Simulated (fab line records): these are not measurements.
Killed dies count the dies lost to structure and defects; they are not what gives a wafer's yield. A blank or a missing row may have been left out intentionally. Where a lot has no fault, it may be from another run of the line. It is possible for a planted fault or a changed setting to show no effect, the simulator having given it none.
A lot that was struck, set against a sound lot || flow nandHarc || 27 steps out of a route of 1302
Sound: these wafers, L340.1, L340.2, L340.5. The struck wafers were L344.2, L344.3, L344.6. The cause is named last.
Each step with rows lists, per side, the tool, then ch with its chambers, then its first start. Under that, the readings that differ: sound wafers || struck wafers || difference of the means || sigmas: that difference in standard deviations of wafers without a fault.
alike: words and numbers the same on both sides, and readings whose means are apart by under 2 such deviations; not compared: readings that were withheld, readings missing a value for some wafer, numbers with overlapping values and no deviation given by the record, and bounds like >300 which may hide the same value.
Wherever a step has rows on one side only, a row that says differs or no value, or a row with sigmas, the two part there. When numbers do not overlap yet have no deviation, they are printed without sigmas and do not part them. A reading that every wafer of one side lacks parts them only if that side has two wafers or more.

NHARC_P_ZERO_WELL_DESCUM_54: chemistry O2, time 3 s.
  sound on rieDiel-10 ch 1,2, day 5 19:54; struck on rieDiel-10 ch 1,2,3, day 7 12:03
  alike: drypumpMotorCurrentA, oesProductAu, rfVppV, showerheadPlenumPTorr, throttleValvePct
  not compared: rfHoursCounterH
then, 5 steps without rows for these wafers: NHARC_P_ZERO_WELL_IMPLANT_55; NHARC_P_ZERO_WELL_IMPLANT_61; NHARC_P_ZERO_WELL_STRIP_56 (strips in SPM, time 840 s); NHARC_P_ZERO_WELL_PRECLEAN_68 (cleans in SC1, time 60 s); NHARC_P_ZERO_WELL_SRD_69.
NHARC_P_ZERO_WELL_RTA_42: time 300 s.
  sound on rtpAnneal-01 ch 0, day 5 20:52; struck on rtpAnneal-02 ch 0, day 7 13:07
{"reading": "lampPowerPct (%)", "sound": "36.8 36.8 36.8", "struck": "32.8 32.7 32.8", "difference": -4.0, "sigmas": -2}
  alike: wafer_temp_C_max
NHARC_P_ZERO_WELL_INSPECT_43:
  sound on defectInspect-01, day 5 21:33; struck on defectInspect-01, day 7 13:41
  alike: rawDefectCount
then, 4 steps without rows for these wafers: NHARC_P_STI_ETCH_26 (etches SiO2 in dHF, target depth 11 nm); NHARC_P_STI_PRECLEAN_27 (cleans in SC1); NHARC_P_STI_SRD_28; NHARC_P_STI_OXIDE_29 (material SiO2, target thk 10 nm, ox time 1362 s).
NHARC_P_STI_HM_DEP_30: deposits Si3N4, target thk 80 nm, time 873 s.
  sound on lpcvd-01 ch 1, day 6 09:22; struck on lpcvd-02 ch 0, day 8 00:44
  alike: spikeTcBottomC, susceptorTempC, zonePowerCentrePct
then, 9 steps without rows for these wafers: NHARC_P_STI_DEHYDRATE_01 (time 120 s); NHARC_P_STI_HMDS_02 (time 30 s); NHARC_P_STI_COAT_41 (time 65 s); NHARC_P_STI_COAT_03 (resist thk 600 nm); NHARC_P_STI_SOFTBAKE_04 (time 70 s); NHARC_P_STI_EBR_05; NHARC_P_STI_EXPOSE_06 (exposes mask P STI, target cd 200 nm); NHARC_P_STI_PEB_07 (peb time 80 s); NHARC_P_STI_DEVELOP_08 (time 50 s).
NHARC_P_STI_CD_MEAS_09 targets a cd of 200 nm.
  sound on cdSem-03 ch 0, day 6 13:28; struck on cdSem-03 ch 0, day 8 04:51
{"reading": "cdNm (nm)", "sound": "196 194 201", "struck": "203 202 205", "difference": "+6", "sigmas": "+2"}
NHARC_P_STI_OVL_MEAS_10:
  sound on overlay-02, day 6 13:33; struck on overlay-01, day 8 04:56
  alike: overlayXNm, overlayYNm
NHARC_P_STI_INSPECT_11:
  sound on defectInspect-02, day 6 13:35; struck on defectInspect-01, day 8 04:58
{"reading": "rawDefectCount", "sound": "7 2 4", "struck": "41 39 44", "difference": "+37", "sigmas": "+12"}
then, 1 step without rows for these wafers: NHARC_P_STI_HARDBAKE_13 (time 65 s).
-- record jumps: 21 days between struck wafers' starts before vs after; left off in module P_STI, resumes in module END, first step shown is number 1302 of the route --
NHARC_END_SORT_01:
  only the struck wafers appear in the record here, on prober-02 ch 0 at day 29 06:14; the sound ones have no rows

== WHERE THEY PART ==
At NHARC_P_ZERO_WELL_RTA_42 first; at NHARC_END_SORT_01 last (within this record only).

WHY: what had been put in by the simulator
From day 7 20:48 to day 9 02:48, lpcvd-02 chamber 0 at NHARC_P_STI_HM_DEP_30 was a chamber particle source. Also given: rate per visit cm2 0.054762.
